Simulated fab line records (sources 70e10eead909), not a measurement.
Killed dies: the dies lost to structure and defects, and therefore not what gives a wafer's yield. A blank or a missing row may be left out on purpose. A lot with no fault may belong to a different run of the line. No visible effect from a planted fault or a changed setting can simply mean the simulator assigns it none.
fab line records	flow nand-harc
record: lots: 24	wafers: 72	last-day: 34
route steps=1302 shown A_BLC@1123 A_M0@1157 A_M1@1187
lots with no fault: from the same line, run without faults
start-h: hours from the record's opening day to when the first of the lot's shown wafers began	wait-h: hours from the lot's prior step to this one	" the same as in the row above	L1.1+2: a single row standing in for several wafers	- no value present, or no start provided	* or withheld: withheld	< > ~ a bound
route shown NAME@n: NAME is a module with steps in the file, n the number in the route of the first one	usual: mean and standard deviation over wafers with no fault	same: alike in all rows	chamber/n: place in a boat	sites: readings site by site	_std_site: the standard deviation of these	_edge_site: outer sites' mean less inner sites'	radius-mm: for every site, how far away it sits from the centre of the wafer	mask NAME#n: copy n	behind: the last tool/chamber to shape the wafer	hold: why the lot was held/for how many hours/how that ended	device: the n, p or np transistor that did not switch	end of line: the same wafers' tests at the end of the route	step lacking rows: just its recipe	killed: the dies lost at the first sort to structure and to defects; this is not the yield of the wafer	map: per-die view of a wafer (x killed, . not killed, _ where there is no die)
set.NAME: the setting as run; set.NAME@STEP: as run at that earlier step	model.NAME: the simulator's own value behind a step, which no gauge read
one table for each step of the route and one row for each wafer, over a sample of lots
services: when a tool's chamber went out of use (start-h, in hours from the record's first day, below 0 if earlier), for how many hours, and the reason
== steps ==
step: NHARC_A_BLC_ETCH_18
recipe: target-depth-a: 9100	c4f8-flow-sccm: 20	o2-flow-sccm: 10	ar-flow-sccm: withheld	rf-w: 600	bias-w: 1500	chemistry: C4F8/O2/Ar
usual: oes-product-au: 0.951/0.023	rf-vpp-V: 978/6
lot.wafer	tool	chamber	start-h	wait-h	oes-product-au	rf-hours-counter-h	rf-vpp-V
L075.1	rie-diel-10	1	-	-	0.979	6	975
L075.2	"	2	"	"	0.946	6	980
L075.6	"	0	"	"	0.982	-	986
L077.3	rie-diel-01	1	-	-	0.912	13	971
L077.1	"	3	"	"	0.920	14	983
L077.2	"	0	"	"	0.929	12	978
L076.4	rie-diel-10	0	-	-	0.923	6	984
L076.3	"	1	"	"	0.928	6	973
L076.5	"	1	"	"	0.942	-	974
L078.2	rie-diel-10	1	-	-	0.938	7	973
L078.1	"	0	"	"	0.935	6	985
L078.6	"	1	"	"	0.935	-	976
L074.3	rie-diel-01	0	-	-	0.924	13	976
L074.4	"	1	"	"	0.921	13	972
L074.5	"	3	"	"	0.932	-	980
L081.4	rie-diel-10	2	-	-	0.938	9	981
L081.2	"	3	"	"	0.954	9	986
L081.1	"	1	"	"	0.977	9	975
L079.2	rie-diel-13	2	-	-	0.965	11	987
L079.3	"	0	"	"	0.967	8	971
L079.5	"	2	"	"	0.950	-	988
L080.3	rie-diel-01	2	-	-	0.960	0	969
L080.2	"	3	"	"	0.951	0	979
L080.4	"	3	"	"	0.943	-	981
L083.1	rie-diel-01	2	-	-	0.975	2	970
L083.3	"	3	"	"	0.955	3	981
L083.6	"	1	"	"	0.988	-	971
L082.3	rie-diel-01	0	-	-	0.998	3	977
L082.1	"	2	"	"	0.962	3	970
L082.5	"	0	"	"	0.993	-	977
L085.2	rie-diel-01	2	-	-	0.963	5	969
L085.1	"	0	"	"	0.995	6	977
L085.5	"	1	"	"	0.976	-	972
L084.3	rie-diel-01	1	-	-	0.976	6	972
L084.2	"	3	"	"	0.950	7	982
L084.1	"	0	"	"	0.998	7	978
L086.3	rie-diel-10	1	-	-	0.984	2	974
L086.2	"	3	"	"	0.962	1	987
L086.5	"	0	"	"	0.989	-	984
L087.2	rie-diel-01	2	-	-	0.939	8	971
L087.5	"	0	"	"	0.927	-	977
L087.6	"	1	"	"	0.930	-	970
L090.3	rie-diel-10	3	-	-	0.955	2	986
L090.6	"	2	"	"	0.961	-	980
L090.5	"	3	"	"	0.956	-	986
L088.3	rie-diel-10	3	-	-	0.960	3	986
L088.2	"	1	"	"	0.963	3	974
L088.5	"	0	"	"	0.981	-	986
L089.3	rie-diel-10	1	-	-	0.949	4	972
L089.2	"	2	"	"	0.954	4	980
L089.1	"	0	"	"	0.958	3	986
L091.4	rie-diel-01	0	-	-	0.943	11	977
L091.1	"	1	"	"	0.921	9	970
L091.3	"	3	"	"	0.919	11	980
L092.3	rie-diel-10	1	-	-	0.935	6	975
L092.1	"	3	"	"	0.946	6	986
L092.4	"	0	"	"	0.952	5	983
L093.2	rie-diel-13	0	-	-	0.949	5	969
L093.4	"	2	"	"	0.955	4	985
L093.5	"	3	"	"	0.970	-	989
L095.1	rie-diel-10	3	-	-	0.944	8	985
L095.3	"	0	"	"	0.962	8	984
L095.5	"	1	"	"	0.972	-	974
L096.4	rie-diel-10	1	-	-	0.958	7	974
L096.1	"	3	"	"	0.978	8	987
L096.3	"	0	"	"	0.957	8	984
L094.3	rie-diel-10	2	-	-	0.905	9	982
L094.1	"	3	"	"	0.925	8	985
L094.4	"	0	"	"	0.924	8	984
L097.3	rie-diel-10	3	-	-	0.924	9	986
L097.4	"	0	"	"	0.922	9	985
L097.6	"	0	"	"	0.912	-	983
step: NHARC_A_BLC_CD_MEAS_19
usual: cd-nm: 100.1/2
lot.wafer	tool	chamber	start-h	wait-h	cd-nm
L075.1	cd-sem-02	-	523.26	-	101.2
L075.2	"	-	"	"	99.7
L075.6	"	-	"	"	100.1
L077.1	cd-sem-03	-	532.77	-	103.4
L077.2	"	-	"	"	99.7
L077.3	"	-	"	"	99.3
L076.3	cd-sem-02	-	538.64	-	96.7
L076.4	"	-	"	"	97.6
L076.5	"	-	"	"	95.6
L078.1	cd-sem-03	-	540.85	-	102.2
L078.2	"	-	"	"	101.2
L078.6	"	-	"	"	100.1
L074.3	cd-sem-03	-	541.59	-	100.0
L074.4	"	-	"	"	102.6
L074.5	"	-	"	"	103.3
L081.1	cd-sem-01	-	564.27	-	100.9
L081.2	"	-	"	"	99.7
L081.4	"	-	"	"	100.7
L079.2	cd-sem-01	-	566.12	-	99.3
L079.3	"	-	"	"	98.6
L079.5	"	-	"	"	98.4
L080.2	cd-sem-01	-	568.23	-	98.1
L080.3	"	-	"	"	100.1
L080.4	"	-	"	"	100.5
L083.1	cd-sem-02	-	597.10	-	102.4
L083.3	"	-	"	"	99.6
L083.6	"	-	"	"	100.0
L082.1	cd-sem-01	-	600.88	-	99.1
L082.3	"	-	"	"	102.0
L082.5	"	-	"	"	101.7
L085.1	cd-sem-02	-	622.95	-	99.2
L085.2	"	-	"	"	101.9
L085.5	"	-	"	"	97.0
L084.1	cd-sem-02	-	634.83	-	96.1
L084.2	"	-	"	"	98.0
L084.3	"	-	"	"	97.9
L086.2	cd-sem-02	-	639.31	-	100.2
L086.3	"	-	"	"	97.7
L086.5	"	-	"	"	101.8
L087.2	cd-sem-03	-	663.64	-	100.5
L087.5	"	-	"	"	95.3
L087.6	"	-	"	"	96.8
L090.3	cd-sem-03	-	663.93	-	104.0
L090.5	"	-	"	"	101.5
L090.6	"	-	"	"	102.4
L088.2	cd-sem-02	-	668.10	-	99.2
L088.3	"	-	"	"	101.1
L088.5	"	-	"	"	102.2
L089.1	cd-sem-02	-	670.13	-	103.4
L089.2	"	-	"	"	101.0
L089.3	"	-	"	"	98.8
L091.1	cd-sem-01	-	675.64	-	101.5
L091.3	"	-	"	"	97.6
L091.4	"	-	"	"	99.3
L092.1	cd-sem-02	-	705.69	-	105.2
L092.3	"	-	"	"	98.1
L092.4	"	-	"	"	103.2
L093.2	cd-sem-01	-	715.03	-	101.6
L093.4	"	-	"	"	100.6
L093.5	"	-	"	"	102.3
L095.1	cd-sem-01	-	737.45	-	105.2
L095.3	"	-	"	"	101.6
L095.5	"	-	"	"	98.5
L096.1	cd-sem-02	-	739.45	-	102.9
L096.3	"	-	"	"	98.9
L096.4	"	-	"	"	99.1
L094.1	cd-sem-01	-	742.97	-	101.6
L094.3	"	-	"	"	101.7
L094.4	"	-	"	"	99.6
L097.3	cd-sem-01	-	758.04	-	99.8
L097.4	"	-	"	"	100.3
L097.6	"	-	"	"	102.8
step: NHARC_A_BLC_STRIP_21
recipe: o2-flow-sccm: 500	ar-flow-sccm: 0	bias-w: 0	chemistry: O2
usual: drypump-motor-current-A: 5.8/0.48	oes-product-au: 0.998/0.011	rf-vpp-V: 57.8/0.8	showerhead-plenum-p-Torr: 3.52/0.15	throttle-valve-pct: 17.037/0.009
lot.wafer	tool	chamber	start-h	wait-h	drypump-motor-current-A	oes-product-au	rf-hours-counter-h	rf-vpp-V	showerhead-plenum-p-Torr	throttle-valve-pct
L075.2	rie-diel-01	1	523.46	0.1	6.5	0.992	12	58.0	3.36	17.042
L075.1	"	2	"	"	5.2	0.997	14	57.9	3.34	17.041
L075.6	"	1	"	"	6.5	1.001	-	57.3	3.36	17.037
L077.3	rie-diel-10	2	532.95	0.1	5.9	0.979	6	58.5	3.59	17.036
L077.1	"	0	"	"	5.3	0.992	6	58.3	3.69	17.033
L077.2	"	1	"	"	6.5	1.009	6	56.6	3.42	17.046
L076.4	rie-diel-01	0	538.82	0.1	5.6	1.008	13	58.3	3.51	17.042
L076.3	"	3	"	"	5.4	1.009	14	58.1	3.60	17.037
L076.5	"	1	"	"	6.5	1.009	-	59.3	3.36	17.019
L078.2	rie-diel-10	0	541.04	0.1	5.3	1.008	6	57.5	3.69	17.046
L078.1	"	1	"	"	6.5	1.009	7	58.1	3.42	17.021
L078.6	"	2	"	"	5.9	0.983	-	58.3	3.59	17.028
L074.4	rie-diel-01	1	541.78	0.1	6.5	1.002	13	57.5	3.36	17.043
L074.3	"	2	"	"	5.2	1.006	16	56.5	3.34	17.042
L074.5	"	0	"	"	5.6	0.993	-	58.9	3.51	17.043
L081.2	rie-diel-13	3	564.49	0.1	5.9	1.006	8	56.7	3.29	17.034
L081.4	"	0	"	"	5.6	0.986	8	57.8	3.31	17.039
L081.1	"	2	"	"	5.7	0.997	11	58.7	3.74	17.047
L079.3	rie-diel-10	3	566.31	0.1	5.6	1.001	9	59.5	3.72	17.056
L079.2	"	0	"	"	5.2	0.999	9	58.8	3.69	17.032
L079.5	"	2	"	"	5.9	0.983	-	57.2	3.59	17.038
L080.2	rie-diel-01	2	568.41	0.1	5.2	1.000	0	57.4	3.34	17.043
L080.4	"	3	"	"	5.3	0.986	0	57.6	3.60	17.043
L080.3	"	0	"	"	5.6	1.006	0	59.1	3.51	17.056
L083.1	rie-diel-01	1	597.32	0.1	6.5	1.002	2	55.6	3.35	17.039
L083.3	"	0	"	"	5.7	1.015	3	58.8	3.51	17.025
L083.6	"	2	"	"	5.2	0.986	-	57.5	3.34	17.030
L082.1	rie-diel-01	2	601.06	0.1	5.2	0.999	3	57.0	3.34	17.039
L082.3	"	0	"	"	5.6	1.009	3	59.0	3.51	17.036
L082.5	"	2	"	"	5.2	1.006	-	56.4	3.34	17.033
L085.2	rie-diel-13	0	623.14	0.1	5.6	0.977	31	59.1	3.30	17.026
L085.1	"	2	"	"	5.8	0.997	33	57.9	3.73	17.041
L085.5	"	0	"	"	5.6	0.975	-	56.0	3.30	17.038
L084.2	rie-diel-13	1	635.01	0.1	6.6	1.020	33	58.3	3.70	17.039
L084.3	"	2	"	"	5.8	0.996	34	57.6	3.72	17.027
L084.1	"	0	"	"	5.6	0.980	32	57.6	3.30	17.028
L086.3	rie-diel-10	1	639.49	0.1	6.5	1.008	2	57.1	3.42	17.040
L086.2	"	2	"	"	5.9	0.975	2	58.0	3.59	17.040
L086.5	"	1	"	"	6.5	0.993	-	58.6	3.42	17.057
L087.2	rie-diel-01	2	663.84	0.1	5.1	1.006	8	56.9	3.34	17.031
L087.6	"	0	"	"	5.7	1.005	-	58.9	3.50	17.027
L087.5	"	1	"	"	6.5	1.010	-	57.5	3.35	17.034
L090.3	rie-diel-10	2	664.11	0.1	5.9	0.978	3	58.3	3.59	17.042
L090.5	"	2	"	"	5.9	0.981	-	57.3	3.59	17.016
L090.6	"	3	"	"	5.6	0.998	-	58.2	3.72	17.049
L088.3	rie-diel-01	2	668.30	0.1	5.1	1.008	9	57.4	3.33	17.037
L088.2	"	3	"	"	5.3	0.983	10	58.8	3.59	17.053
L088.5	"	1	"	"	6.5	1.011	-	58.6	3.35	17.033
L089.1	rie-diel-01	0	670.31	0.1	5.6	1.007	10	57.5	3.50	17.032
L089.3	"	1	"	"	6.5	1.008	9	58.4	3.35	17.031
L089.2	"	2	"	"	5.1	0.999	9	56.2	3.33	17.029
L091.1	rie-diel-10	2	675.83	0.1	5.9	0.983	5	57.4	3.59	17.036
L091.3	"	3	"	"	5.6	1.011	4	57.8	3.72	17.023
L091.4	"	0	"	"	5.2	1.007	4	58.0	3.69	17.027
L092.1	rie-diel-01	3	705.87	0.1	5.3	0.991	12	59.5	3.59	17.042
L092.4	"	0	"	"	5.6	1.010	12	56.9	3.50	17.054
L092.3	"	1	"	"	6.5	1.004	11	58.2	3.35	17.045
L093.2	rie-diel-01	1	715.22	0.1	6.5	0.995	13	58.1	3.35	17.035
L093.4	"	3	"	"	5.3	0.993	13	57.4	3.59	17.039
L093.5	"	0	"	"	5.6	1.014	-	59.0	3.50	17.031
L095.1	rie-diel-10	1	737.66	0.1	6.5	0.995	7	56.0	3.42	17.027
L095.3	"	2	"	"	5.9	0.983	8	58.4	3.59	17.037
L095.5	"	1	"	"	6.5	0.992	-	57.3	3.42	17.043
L096.1	rie-diel-10	2	739.63	0.1	5.9	0.987	8	57.2	3.59	17.040
L096.4	"	3	"	"	5.6	1.000	8	57.1	3.72	17.032
L096.3	"	1	"	"	6.5	0.998	8	59.0	3.42	17.034
L094.4	rie-diel-10	3	743.15	0.1	5.6	0.993	8	58.0	3.72	17.055
L094.3	"	0	"	"	5.2	0.988	8	57.6	3.68	17.024
L094.1	"	2	"	"	5.9	0.978	9	57.7	3.59	17.051
L097.4	rie-diel-10	1	758.21	0.1	6.5	0.998	9	57.8	3.41	17.038
L097.3	"	3	"	"	5.6	1.006	9	58.4	3.72	17.034
L097.6	"	2	"	"	5.9	0.988	-	58.3	3.58	17.042
step: NHARC_A_M0_PRE_CLEAN_29
recipe: time-s: 30	temp-c: 280	gas: H2/He
usual: heater-power-w: 395/34
lot.wafer	tool	chamber	start-h	wait-h	heater-power-w
L075.2	pvd-sputter-01	-	-	-	430
L075.1	"	-	"	"	373
L075.6	"	-	"	"	371
L077.3	pvd-sputter-03	-	-	-	385
L077.2	"	-	"	"	377
L077.1	"	-	"	"	395
L076.3	pvd-sputter-03	-	-	-	384
L076.4	"	-	"	"	352
L076.5	"	-	"	"	395
L078.1	pvd-sputter-01	-	-	-	431
L078.2	"	-	"	"	420
L078.6	"	-	"	"	360
L074.4	pvd-sputter-01	-	-	-	361
L074.3	"	-	"	"	368
L074.5	"	-	"	"	422
L081.1	pvd-sputter-03	-	-	-	373
L081.4	"	-	"	"	342
L081.2	"	-	"	"	389
L079.3	pvd-sputter-01	-	-	-	361
L079.2	"	-	"	"	444
L079.5	"	-	"	"	370
L080.3	pvd-sputter-03	-	-	-	386
L080.2	"	-	"	"	382
L080.4	"	-	"	"	348
L083.1	pvd-sputter-01	-	-	-	378
L083.3	"	-	"	"	450
L083.6	"	-	"	"	379
L082.1	pvd-sputter-02	-	-	-	427
L082.3	"	-	"	"	352
L082.5	"	-	"	"	421
L085.2	pvd-sputter-02	-	-	-	349
L085.1	"	-	"	"	445
L085.5	"	-	"	"	354
L084.3	pvd-sputter-03	-	-	-	343
L084.2	"	-	"	"	389
L084.1	"	-	"	"	370
L086.3	pvd-sputter-03	-	-	-	397
L086.2	"	-	"	"	365
L086.5	"	-	"	"	384
L087.2	pvd-sputter-01	-	-	-	368
L087.6	"	-	"	"	372
L087.5	"	-	"	"	373
L090.3	pvd-sputter-02	-	-	-	449
L090.5	"	-	"	"	436
L090.6	"	-	"	"	429
L088.3	pvd-sputter-02	-	-	-	441
L088.2	"	-	"	"	436
L088.5	"	-	"	"	444
L089.2	pvd-sputter-01	-	-	-	389
L089.3	"	-	"	"	455
L089.1	"	-	"	"	367
L091.4	pvd-sputter-02	-	-	-	452
L091.3	"	-	"	"	433
L091.1	"	-	"	"	358
L092.1	pvd-sputter-02	-	-	-	353
L092.4	"	-	"	"	449
L092.3	"	-	"	"	431
L093.2	pvd-sputter-01	-	-	-	364
L093.4	"	-	"	"	375
L093.5	"	-	"	"	383
L095.1	pvd-sputter-02	-	-	-	440
L095.3	"	-	"	"	419
L095.5	"	-	"	"	447
L096.4	pvd-sputter-03	-	-	-	368
L096.3	"	-	"	"	407
L096.1	"	-	"	"	374
L094.3	pvd-sputter-03	-	-	-	340
L094.1	"	-	"	"	392
L094.4	"	-	"	"	360
L097.3	pvd-sputter-03	-	762.22	0.1	383
L097.4	"	-	"	"	348
L097.6	"	-	"	"	379
step: NHARC_A_M1_ETCH_28
recipe: target-depth-a: 300	over-etch-frac: 0.3	time-s: 72.99	ion-energy-ev: 150	cf4-flow-sccm: 50	n2-flow-sccm: 100	ar-flow-sccm: 150	rf-w: 300	bias-w: 100	chemistry: CF4/N2
usual: cf4-flow-sccm: 50.02/0.14	drypump-motor-current-A: 5.7/0.39	n2-flow-sccm: 100.04/0.27	oes-product-au: 0.997/0.0089	rf-vpp-V: 315.1/1.8	showerhead-plenum-p-Torr: 2.68/0.092	throttle-valve-pct: 19.794/0.0082
lot.wafer	tool	chamber	start-h	wait-h	cf4-flow-sccm	drypump-motor-current-A	n2-flow-sccm	oes-product-au	rf-hours-counter-h	rf-vpp-V	showerhead-plenum-p-Torr	throttle-valve-pct
L075.2	rie-diel-07	0	-	-	50.13	5.5	99.72	0.992	3.5	317.5	2.73	19.792
L075.1	"	1	"	"	50.30	5.1	100.17	0.991	3.6	317.6	2.79	19.786
L075.6	"	1	"	"	50.30	5.1	100.22	0.995	-	318.0	2.79	19.794
L077.2	rie-diel-07	0	-	-	49.85	5.5	99.63	0.985	3.7	315.9	2.73	19.792
L077.1	"	2	"	"	49.98	6.4	100.67	0.993	3.5	312.2	2.54	19.778
L077.3	"	3	"	"	50.06	6.0	100.05	0.992	3.7	314.2	2.66	19.801
L076.4	rie-diel-07	3	-	-	49.81	6.0	100.70	0.979	4.2	314.9	2.66	19.790
L076.3	"	1	"	"	50.10	5.2	99.80	0.989	4.6	316.4	2.79	19.813
L076.5	"	3	"	"	49.90	6.1	100.65	0.981	-	314.0	2.66	19.802
L078.1	rie-diel-07	2	-	-	49.93	6.4	100.17	1.003	4.3	312.9	2.54	19.793
L078.2	"	3	"	"	49.73	6.0	99.90	0.991	4.3	315.7	2.66	19.795
L078.6	"	2	"	"	50.10	6.4	100.02	0.995	-	313.4	2.54	19.796
L074.4	rie-diel-07	2	-	-	50.00	6.4	99.78	0.989	4.4	312.6	2.54	19.804
L074.3	"	0	"	"	50.09	5.5	99.93	0.996	4.4	316.8	2.73	19.796
L074.5	"	3	"	"	49.96	6.1	100.42	0.993	-	314.5	2.66	19.784
L081.4	rie-diel-07	0	-	-	50.02	5.5	100.05	1.004	5.2	314.6	2.73	19.796
L081.1	"	2	"	"	49.72	6.4	99.98	0.991	5.0	312.6	2.54	19.788
L081.2	"	3	"	"	50.08	6.1	100.28	0.999	5.0	314.6	2.66	19.801
L079.2	rie-diel-03	3	-	-	49.91	5.6	99.50	0.988	4.9	317.6	2.81	19.790
L079.3	"	1	"	"	49.98	5.4	100.04	1.016	4.9	314.0	2.67	19.794
L079.5	"	3	"	"	49.77	5.7	99.62	0.997	-	317.0	2.81	19.804
L080.2	rie-diel-03	1	-	-	49.90	5.4	99.85	1.024	5.1	315.0	2.67	19.783
L080.3	"	2	"	"	50.13	5.4	100.15	0.999	4.8	311.2	2.56	19.802
L080.4	"	1	"	"	50.05	5.4	99.70	1.021	-	315.6	2.67	19.789
L083.1	rie-diel-02	0	-	-	49.81	5.6	99.98	1.002	1.1	315.6	2.62	19.807
L083.3	"	1	"	"	50.29	5.8	99.90	0.992	1.0	315.5	2.72	19.797
L083.6	"	1	"	"	50.26	5.7	99.94	0.998	-	315.1	2.72	19.802
L082.1	rie-diel-03	0	-	-	49.95	6.4	100.20	1.010	4.1	313.1	2.52	19.802
L082.3	"	3	"	"	50.08	5.7	100.26	0.999	7.8	320.0	2.81	19.786
L082.5	"	2	"	"	49.97	5.4	99.97	0.999	-	313.9	2.56	19.809
L085.1	rie-diel-02	1	-	-	49.90	5.8	99.95	1.015	1.7	314.8	2.72	19.782
L085.2	"	3	"	"	50.11	5.8	100.18	1.004	1.7	316.7	2.77	19.795
L085.5	"	2	"	"	49.91	5.9	99.67	1.003	-	316.7	2.75	19.792
L084.2	rie-diel-02	0	-	-	49.95	5.6	99.73	0.998	1.8	313.7	2.62	19.794
L084.3	"	1	"	"	50.22	5.7	100.56	1.007	1.9	314.9	2.72	19.780
L084.1	"	2	"	"	50.14	6.0	99.95	1.001	1.9	316.2	2.75	19.810
L086.2	rie-diel-07	0	-	-	49.94	5.5	99.71	0.988	8.3	314.0	2.72	19.807
L086.3	"	1	"	"	49.83	5.2	100.40	0.995	8.3	318.1	2.79	19.798
L086.5	"	0	"	"	50.19	5.5	100.08	0.989	-	315.0	2.72	19.789
L087.2	rie-diel-02	0	-	-	49.79	5.6	100.50	1.005	2.6	312.9	2.62	19.805
L087.6	"	1	"	"	50.09	5.8	100.21	1.005	-	315.3	2.72	19.792
L087.5	"	2	"	"	50.04	6.0	100.06	1.004	-	316.6	2.75	19.787
L090.3	rie-diel-02	3	-	-	50.01	5.8	100.62	0.992	2.8	315.6	2.77	19.777
L090.5	"	2	"	"	50.25	6.0	100.07	0.999	-	316.5	2.75	19.790
L090.6	"	3	"	"	49.80	5.8	100.41	0.993	-	317.5	2.77	19.786
L088.2	rie-diel-03	1	-	-	50.08	5.4	99.75	1.009	1.4	315.0	2.67	19.790
L088.3	"	0	"	"	49.94	6.4	99.94	1.004	1.6	312.6	2.52	19.791
L088.5	"	1	"	"	50.09	5.4	99.79	1.013	-	313.8	2.67	19.807
L089.3	rie-diel-07	3	-	-	50.11	6.1	99.73	0.992	1.7	315.6	2.65	19.799
L089.2	"	0	"	"	50.04	5.5	99.89	0.985	2.0	316.8	2.72	19.801
L089.1	"	1	"	"	49.83	5.2	99.84	1.006	2.0	316.5	2.79	19.793
L091.1	rie-diel-07	0	-	-	49.94	5.5	100.37	0.988	2.6	315.3	2.72	19.800
L091.4	"	1	"	"	50.06	5.2	99.96	1.000	2.5	317.9	2.79	19.786
L091.3	"	2	"	"	50.06	6.4	99.81	0.988	2.3	314.9	2.54	19.791
L092.1	rie-diel-02	1	-	-	50.33	5.8	100.19	1.000	3.9	314.6	2.72	19.792
L092.3	"	3	"	"	50.06	5.8	100.20	0.996	4.0	315.5	2.77	19.801
L092.4	"	0	"	"	49.97	5.6	99.31	0.974	-	313.5	2.62	19.790
L093.2	rie-diel-03	0	-	-	50.22	6.4	99.87	0.995	4.0	312.1	2.52	19.793
L093.4	"	1	"	"	50.22	5.4	99.98	1.005	4.4	315.6	2.67	19.784
L093.5	"	2	"	"	49.99	5.4	100.24	1.005	-	313.3	2.56	19.797
L095.3	rie-diel-02	1	-	-	50.09	5.8	100.10	1.000	4.5	315.6	2.72	19.799
L095.1	"	2	"	"	50.11	6.0	100.14	0.995	4.1	315.2	2.75	19.807
L095.5	"	0	"	"	50.03	5.6	100.09	0.990	-	314.0	2.62	19.797
L096.1	rie-diel-07	2	-	-	50.18	6.5	99.95	0.988	4.7	314.3	2.54	19.784
L096.4	"	3	"	"	49.70	6.1	100.02	0.992	4.7	314.8	2.65	19.794
L096.3	"	0	"	"	50.35	5.5	99.92	0.984	4.9	315.4	2.72	19.795
L094.1	rie-diel-03	1	-	-	50.13	5.4	99.91	1.011	5.6	315.2	2.67	19.779
L094.3	"	3	"	"	50.02	5.7	100.02	0.996	6.2	316.9	2.81	19.799
L094.4	"	0	"	"	50.11	6.4	100.26	0.999	4.9	312.0	2.52	19.803
L097.4	rie-diel-07	1	-	-	50.21	5.2	100.10	0.983	5.6	315.4	2.79	19.787
L097.3	"	2	"	"	49.99	6.4	99.87	0.991	5.5	312.7	2.54	19.775
L097.6	"	0	"	"	49.82	5.5	100.31	0.978	-	315.7	2.72	19.801
step: NHARC_A_M1_PRE_CLEAN_30
recipe: time-s: 30	temp-c: 280	gas: H2/He
usual: heater-power-w: 404/35
lot.wafer	tool	chamber	start-h	wait-h	heater-power-w
L075.2	pvd-sputter-01	-	-	-	359
L075.1	"	-	"	"	368
L075.6	"	-	"	"	433
L077.1	pvd-sputter-02	-	-	-	427
L077.3	"	-	"	"	426
L077.2	"	-	"	"	426
L076.4	pvd-sputter-02	-	-	-	436
L076.3	"	-	"	"	430
L076.5	"	-	"	"	358
L078.1	pvd-sputter-02	-	-	-	360
L078.2	"	-	"	"	431
L078.6	"	-	"	"	358
L074.3	pvd-sputter-02	-	-	-	410
L074.4	"	-	"	"	425
L074.5	"	-	"	"	364
L081.2	pvd-sputter-02	-	-	-	422
L081.1	"	-	"	"	351
L081.4	"	-	"	"	439
L079.2	pvd-sputter-02	-	-	-	434
L079.3	"	-	"	"	427
L079.5	"	-	"	"	426
L080.4	pvd-sputter-01	-	-	-	423
L080.3	"	-	"	"	442
L080.2	"	-	"	"	370
L083.1	pvd-sputter-01	-	-	-	450
L083.3	"	-	"	"	388
L083.6	"	-	"	"	368
L082.1	pvd-sputter-03	-	-	-	382
L082.3	"	-	"	"	372
L082.5	"	-	"	"	399
L085.2	pvd-sputter-01	-	-	-	366
L085.1	"	-	"	"	452
L085.5	"	-	"	"	369
L084.1	pvd-sputter-01	-	-	-	385
L084.2	"	-	"	"	451
L084.3	"	-	"	"	450
L086.2	pvd-sputter-03	-	-	-	386
L086.3	"	-	"	"	352
L086.5	"	-	"	"	377
L087.2	pvd-sputter-03	-	-	-	399
L087.5	"	-	"	"	369
L087.6	"	-	"	"	350
L090.3	pvd-sputter-03	-	-	-	370
L090.6	"	-	"	"	393
L090.5	"	-	"	"	390
L088.2	pvd-sputter-02	-	-	-	432
L088.3	"	-	"	"	435
L088.5	"	-	"	"	352
L089.2	pvd-sputter-02	-	-	-	440
L089.1	"	-	"	"	431
L089.3	"	-	"	"	446
L091.4	pvd-sputter-03	-	-	-	386
L091.3	"	-	"	"	396
L091.1	"	-	"	"	370
L092.1	pvd-sputter-02	-	-	-	433
L092.4	"	-	"	"	440
L092.3	"	-	"	"	374
L093.4	pvd-sputter-02	-	-	-	445
L093.2	"	-	"	"	414
L093.5	"	-	"	"	429
L095.3	pvd-sputter-01	-	-	-	389
L095.1	"	-	"	"	443
L095.5	"	-	"	"	384
L096.3	pvd-sputter-02	-	-	-	359
L096.1	"	-	"	"	450
L096.4	"	-	"	"	447
L094.3	pvd-sputter-01	-	-	-	363
L094.1	"	-	"	"	450
L094.4	"	-	"	"	445
L097.4	pvd-sputter-02	-	-	-	442
L097.3	"	-	"	"	357
L097.6	"	-	"	"	428
== services ==
tool	chamber	start-h	hours	kind
rie-diel-01	1	500.68	4.1	repair
pvd-sputter-03	-	509.97	6.1	repair
pvd-sputter-02	-	514.62	1.0	repair
rie-diel-01	1	520.40	1.4	repair
pvd-sputter-03	-	526.02	10.0	pm
rie-diel-07	2	532.14	2.5	repair
pvd-sputter-01	-	542.62	1.9	repair
rie-diel-01	-	557.84	9.0	pm
pvd-sputter-02	-	561.26	4.8	repair
rie-diel-10	2	570.54	2.1	repair
pvd-sputter-01	-	582.04	10.0	pm
rie-diel-07	3	593.18	9.3	repair
rie-diel-10	-	596.52	9.0	pm
rie-diel-07	2	605.78	2.4	repair
rie-diel-01	1	610.30	6.6	repair
pvd-sputter-02	-	638.12	10.0	pm
rie-diel-07	3	645.54	2.3	repair
rie-diel-07	-	648.20	9.0	pm
rie-diel-01	2	689.45	3.2	repair
pvd-sputter-03	-	704.02	10.0	pm
rie-diel-10	1	708.96	9.0	repair
rie-diel-01	-	734.84	9.0	pm
pvd-sputter-01	-	760.04	10.0	pm
rie-diel-01	0	766.05	3.3	repair
== key ==
fault none
